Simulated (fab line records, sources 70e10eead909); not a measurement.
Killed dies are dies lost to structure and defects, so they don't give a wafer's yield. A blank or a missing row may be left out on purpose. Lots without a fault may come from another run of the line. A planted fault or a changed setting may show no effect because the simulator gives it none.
Which tool did it? | flow nand_harc | 10 lots, 30 wafers sampled, at 4 steps of a route of 1302

WHAT THE GAUGES READ, wafer by wafer
NHARC_END_SORT_01.
lot  | measured     | on        | killed_at_other
L582 | day 24 19:00 | prober-01 | 0 0 0
L588 | day 26 15:56 | prober-02 | 0 0 0
L590 | day 28 05:58 | prober-01 | 2 0 0
L594 | day 30 01:19 | prober-01 | 0 0 0
L595 | day 30 17:13 | prober-01 | 408 418 402
L596 | day 31 01:23 | prober-01 | 420 420 441
L598 | day 31 02:40 | prober-01 | 409 406 454
L600 | day 31 12:47 | prober-01 | 0 0 0
L601 | day 32 19:58 | prober-01 | 0 0 0
L604 | day 34 04:44 | prober-02 | 0 0 0

WHICH TOOL RAN EACH LOT (tool, then ch and the chambers of the sampled wafers, then the start)
lot  | NHARC_THIN_TSV_STRIP_45              | NHARC_THIN_TSV_PVD_19                   | NHARC_THIN_TSV_ECD_20
L582 | plasma_asher-01 ch 0,1, day 24 02:37 | pvd_sputter-03, day 24 05:05 or earlier | ecd_cu-02 ch 0,1, day 24 05:05
L588 | plasma_asher-01 ch 0,1, day 26 00:54 | pvd_sputter-02, day 26 03:34 or earlier | ecd_cu-01 ch 0,1, day 26 03:34
L590 | plasma_asher-02 ch 0,1, day 27 09:49 | pvd_sputter-03, day 27 12:07 or earlier | ecd_cu-02 ch 0,1, day 27 12:07
L594 | plasma_asher-02 ch 0,1, day 29 10:42 | pvd_sputter-03, day 29 12:57 or earlier | ecd_cu-02 ch 0,1, day 29 12:57
L595 | plasma_asher-01 ch 0,1, day 29 18:50 | pvd_sputter-03, day 29 21:05 or earlier | ecd_cu-02 ch 0, day 29 21:05
L596 | plasma_asher-01 ch 0,1, day 29 19:43 | pvd_sputter-01, day 29 21:56 or earlier | ecd_cu-02 ch 0,1, day 29 21:56
L598 | plasma_asher-02 ch 0, day 30 09:02   | pvd_sputter-02, day 30 11:10 or earlier | ecd_cu-02 ch 1, day 30 11:10
L600 | plasma_asher-01 ch 0,1, day 30 22:06 | pvd_sputter-01, day 31 00:20 or earlier | ecd_cu-01 ch 0,1, day 31 00:20
L601 | plasma_asher-02 ch 0,1, day 32 03:35 | pvd_sputter-01, day 32 05:50 or earlier | ecd_cu-01 ch 0,1, day 32 05:50
L604 | plasma_asher-02 ch 0,1, day 33 06:57 | pvd_sputter-02, day 33 09:25 or earlier | ecd_cu-01 ch 0, day 33 09:25
- NHARC_THIN_TSV_STRIP_45: strips in O2.
- NHARC_THIN_TSV_PVD_19: deposits TaN, target thk 20 nm.
- NHARC_THIN_TSV_ECD_20: material Cu, target thk 2000 nm.

THE ANSWER, worked out from the rows above alone
Rule: what is usual is taken from the lots themselves. Put in order of their means at a reading, lots are off if they are a third of the lots or fewer, leave a main group of 4 or more, and stand apart from it by a gap of 3 or more times the standard deviation of the main group's means; of several such gaps the widest counts. A main group whose means are all the same, to the digits that the tables above print for the reading, isn't used. A lot without any number at a reading at which 4 lots or more have one is off too. The other lots that the step has rows for count as sound.
Off: L595, L596, L598, at NHARC_END_SORT_01 (killed_at_other). The main group: mean 0.1, standard deviation 0.23.
A tool fits if, at a process step before that reading, it ran every lot that is off, and no sound lot after the first of them. The gauges at NHARC_END_SORT_01 are tried like those tools. NHARC_THIN_TSV_PVD_19 gives no start for some lots, so the hours and the order of its lots are those of NHARC_THIN_TSV_ECD_20. One fits: ecd_cu-02 at NHARC_THIN_TSV_ECD_20. Its last sound lot is L594 (day 29 12:57), its first lot that is off L595 (day 29 21:05): a fault that began between those two fits.

WHAT THE SIMULATOR HAD PUT IN
Chamber particle source: ecd_cu-02, from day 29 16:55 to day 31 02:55, at NHARC_THIN_TSV_ECD_20. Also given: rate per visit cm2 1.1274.
Lots struck among those shown: L595, L596, L598. The rule above found the same.
